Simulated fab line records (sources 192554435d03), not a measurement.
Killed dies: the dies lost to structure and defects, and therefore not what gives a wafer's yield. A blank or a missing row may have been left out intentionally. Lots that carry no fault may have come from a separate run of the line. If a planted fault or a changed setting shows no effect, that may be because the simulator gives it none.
Chamber matching	flow n5-finfet	4 sister chambers for N5_DUMMY_GATE_STRIP_41 on rie-diel-05
The step strips in O2. 4 wafers are shown with their chamber, then 9 later ones without.

== WAFERS, EACH WITH ITS CHAMBER ==
wafer	chamber	showerhead-plenum-p-Torr (Torr)
L080.3	3	2.18
L085.1	0	2.02
L085.4	1	1.98
L085.6	2	2.17

== WAFERS MISSING THEIR CHAMBER ==
wafer	showerhead-plenum-p-Torr (Torr)
L091.2	1.98
L091.3	2.02
L091.6	2.18
L092.2	2.02
L092.3	2.17
L092.4	1.98
L096.1	2.01
L096.3	2.17
L096.5	2.16

== THE CHAMBER EACH PASSED THROUGH ==
wafer	from the rows above	in truth
L091.2	1	1
L091.3	0	0
L091.6	3	3
L092.2	0	0
L092.3	2	2
L092.4	1	1
L096.1	0	0
L096.3	2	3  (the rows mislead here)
L096.5	2	2
Placed correctly: 8 of 9. Can't be placed from these rows: 0. Number placed wrongly: 1.
How it was worked out, from the rows above alone: a wafer's distance from a chamber is the root of the sum, over the readings, of the square of ((its reading less the chamber's mean) divided by the reading's scatter). If the next closest chamber is less than 2 further off than the closest, the wafer can't be placed; otherwise it belongs to the closest. For every chamber, the mean is computed from those of its wafers that are shown. The scatter (one wafer shown for each chamber): square how far every hidden wafer sits from the nearest shown wafer, average those squares and take the square root.
